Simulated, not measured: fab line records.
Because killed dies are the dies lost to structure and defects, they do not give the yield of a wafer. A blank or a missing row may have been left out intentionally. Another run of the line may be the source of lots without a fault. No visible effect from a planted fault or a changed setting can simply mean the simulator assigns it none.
A sampling plan put to the test    flow nand-harc    one fab line, 23 faults that these records tell of, each judged on the records of the lots that it struck
The line's own looks make up the plan; these are the steps of the route where a gauge or inspection reads the wafer and leaves it unchanged. Where struck wafers have a number at a look and the file lists that look's usual mean and standard deviation on fault-free wafers, the look can be judged. Caught: a look later than the fault's first step finds the struck wafers' mean 4 or more of those standard deviations (sigma) from the usual mean. On the tool: here the same test is run on the tool's own readings at the fault's steps. Caught also covers a different recipe on the struck wafers, or a record left blank for those wafers only.

== THE FAULTS, as the simulator had put them in ==
1. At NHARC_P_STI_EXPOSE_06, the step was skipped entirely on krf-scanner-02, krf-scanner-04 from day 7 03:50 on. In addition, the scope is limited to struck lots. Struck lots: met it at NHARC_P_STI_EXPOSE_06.
2. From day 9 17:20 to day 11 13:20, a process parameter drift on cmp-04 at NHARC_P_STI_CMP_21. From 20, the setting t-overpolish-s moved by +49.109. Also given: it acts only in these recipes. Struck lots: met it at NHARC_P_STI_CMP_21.
3. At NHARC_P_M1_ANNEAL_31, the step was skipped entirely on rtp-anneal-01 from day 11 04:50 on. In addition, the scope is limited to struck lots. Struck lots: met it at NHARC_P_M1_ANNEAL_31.
4. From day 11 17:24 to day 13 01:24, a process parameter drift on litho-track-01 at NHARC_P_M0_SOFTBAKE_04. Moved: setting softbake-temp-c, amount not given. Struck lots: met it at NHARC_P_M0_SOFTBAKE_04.
5. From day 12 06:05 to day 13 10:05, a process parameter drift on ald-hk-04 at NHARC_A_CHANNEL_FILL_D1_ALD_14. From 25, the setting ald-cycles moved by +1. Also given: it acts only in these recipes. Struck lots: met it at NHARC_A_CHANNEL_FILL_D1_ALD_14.
6. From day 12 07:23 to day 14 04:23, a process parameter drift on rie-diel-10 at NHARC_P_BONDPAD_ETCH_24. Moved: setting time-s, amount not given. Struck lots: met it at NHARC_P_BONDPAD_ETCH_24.
7. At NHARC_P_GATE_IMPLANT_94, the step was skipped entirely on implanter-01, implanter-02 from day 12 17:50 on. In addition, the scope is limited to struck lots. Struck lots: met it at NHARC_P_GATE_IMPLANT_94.
8. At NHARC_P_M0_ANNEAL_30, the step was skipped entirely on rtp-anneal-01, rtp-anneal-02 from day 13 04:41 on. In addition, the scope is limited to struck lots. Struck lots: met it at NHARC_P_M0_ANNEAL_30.
9. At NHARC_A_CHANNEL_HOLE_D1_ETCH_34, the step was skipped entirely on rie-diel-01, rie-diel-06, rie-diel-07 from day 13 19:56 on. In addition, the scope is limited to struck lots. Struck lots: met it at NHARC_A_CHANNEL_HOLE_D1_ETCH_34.
10. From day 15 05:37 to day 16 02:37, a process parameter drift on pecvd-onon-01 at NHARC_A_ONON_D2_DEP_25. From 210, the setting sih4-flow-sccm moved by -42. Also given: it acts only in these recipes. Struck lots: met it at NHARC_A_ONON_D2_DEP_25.
11. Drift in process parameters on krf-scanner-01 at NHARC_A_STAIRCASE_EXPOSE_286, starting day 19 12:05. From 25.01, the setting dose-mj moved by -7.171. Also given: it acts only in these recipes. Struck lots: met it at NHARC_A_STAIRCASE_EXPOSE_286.
12. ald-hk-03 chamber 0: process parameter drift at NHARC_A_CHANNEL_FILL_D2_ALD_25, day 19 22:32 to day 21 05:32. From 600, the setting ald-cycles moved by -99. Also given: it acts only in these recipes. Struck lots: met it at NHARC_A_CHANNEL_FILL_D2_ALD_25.
13. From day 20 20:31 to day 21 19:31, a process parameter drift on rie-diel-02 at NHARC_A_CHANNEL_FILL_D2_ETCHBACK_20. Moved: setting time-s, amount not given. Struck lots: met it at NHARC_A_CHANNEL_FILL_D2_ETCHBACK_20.
14. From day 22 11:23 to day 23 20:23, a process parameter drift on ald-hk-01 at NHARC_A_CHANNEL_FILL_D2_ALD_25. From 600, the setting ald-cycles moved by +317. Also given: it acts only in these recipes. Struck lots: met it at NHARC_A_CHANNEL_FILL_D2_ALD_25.
15. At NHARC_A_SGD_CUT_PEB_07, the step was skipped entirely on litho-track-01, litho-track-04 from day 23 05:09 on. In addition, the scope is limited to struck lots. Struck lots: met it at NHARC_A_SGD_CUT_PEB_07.
16. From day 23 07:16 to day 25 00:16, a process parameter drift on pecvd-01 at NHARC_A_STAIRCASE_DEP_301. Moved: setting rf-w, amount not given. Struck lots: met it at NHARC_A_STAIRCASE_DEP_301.
17. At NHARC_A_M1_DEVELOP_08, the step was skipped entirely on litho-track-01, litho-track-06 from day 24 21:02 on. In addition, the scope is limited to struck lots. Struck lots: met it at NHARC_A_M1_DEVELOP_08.
18. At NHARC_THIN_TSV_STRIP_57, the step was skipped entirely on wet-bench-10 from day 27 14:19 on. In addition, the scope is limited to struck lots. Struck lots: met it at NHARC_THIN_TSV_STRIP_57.
19. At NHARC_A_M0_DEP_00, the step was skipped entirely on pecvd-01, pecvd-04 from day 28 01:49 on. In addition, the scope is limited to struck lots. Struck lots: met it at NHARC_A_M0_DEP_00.
20. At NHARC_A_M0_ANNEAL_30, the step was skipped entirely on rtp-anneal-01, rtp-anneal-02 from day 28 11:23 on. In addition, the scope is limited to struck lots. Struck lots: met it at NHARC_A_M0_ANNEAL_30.
21. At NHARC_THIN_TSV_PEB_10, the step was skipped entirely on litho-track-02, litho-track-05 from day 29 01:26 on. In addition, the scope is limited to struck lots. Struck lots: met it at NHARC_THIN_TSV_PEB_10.
22. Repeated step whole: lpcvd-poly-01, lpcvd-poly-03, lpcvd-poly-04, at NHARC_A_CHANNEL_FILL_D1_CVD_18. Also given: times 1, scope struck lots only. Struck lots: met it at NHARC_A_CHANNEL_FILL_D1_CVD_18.
23. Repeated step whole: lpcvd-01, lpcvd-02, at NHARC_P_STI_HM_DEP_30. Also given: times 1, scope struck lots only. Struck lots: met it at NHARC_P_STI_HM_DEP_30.

== WHAT THE PLAN SAW ==
fault  on the tool itself                                first look that catches it                       reading, sigma  median hours from its first step to that look  hours from the fault's start to the first struck lot there  judged looks passed uncaught
1      no reading that can be judged                     no look after it can be judged                   -               -                                              -                                                           0
2      overpolish-run-s +99 or beyond sigma              no look after it can be judged                   -               -                                              -                                                           0
3      the tool's record is blank for the struck wafers  no look after it can be judged                   -               -                                              -                                                           0
4      heater-power-total-W -49 sigma                    not the one look that can be judged after it     -               -                                              -                                                           1
5      under 2 sigma                                     no look after it can be judged                   -               -                                              -                                                           0
6      run-length-s +21 sigma                            not the one look that can be judged after it     -               -                                              -                                                           1
7      the tool's record is blank for the struck wafers  no look after it can be judged                   -               -                                              -                                                           0
8      the tool's record is blank for the struck wafers  not the one look that can be judged after it     -               -                                              -                                                           1
9      the tool's record is blank for the struck wafers  no look after it can be judged                   -               -                                              -                                                           0
10     sih4-flow-sccm -66 sigma                          none of the 2 looks that can be judged after it  -               -                                              -                                                           2
11     exposure-dose-mJ-cm2 -99 or beyond sigma          not the one look that can be judged after it     -               -                                              -                                                           1
12     under 2 sigma                                     no look after it can be judged                   -               -                                              -                                                           0
13     run-length-s +4.4 sigma                           not the one look that can be judged after it     -               -                                              -                                                           1
14     under 2 sigma                                     not the one look that can be judged after it     -               -                                              -                                                           1
15     the tool's record is blank for the struck wafers  no look after it can be judged                   -               -                                              -                                                           0
16     rf-fwd-power-W -35 sigma                          no look after it can be judged                   -               -                                              -                                                           0
17     the tool's record is blank for the struck wafers  no look after it can be judged                   -               -                                              -                                                           0
18     the tool's record is blank for the struck wafers  not the one look that can be judged after it     -               -                                              -                                                           1
19     the tool's record is blank for the struck wafers  not the one look that can be judged after it     -               -                                              -                                                           1
20     the tool's record is blank for the struck wafers  not the one look that can be judged after it     -               -                                              -                                                           1
21     the tool's record is blank for the struck wafers  no look after it can be judged                   -               -                                              -                                                           0
22     under 2 sigma                                     no look after it can be judged                   -               -                                              -                                                           0
23     under 2 sigma                                     no look after it can be judged                   -               -                                              -                                                           0
A dash: the fault isn't caught, or these records don't give the number.

Caught at a look: 0 of 23. Caught on the tool: 17 of 23. By one or the other: 17 of 23.
On the tool alone, faults 2, 3, 4, 6, 7, 8, 9, 10, 11, 13, 15, 16, 17, 18, 19, 20, 21 were caught.
Caught by neither: faults 1, 5, 12, 14, 22, 23.
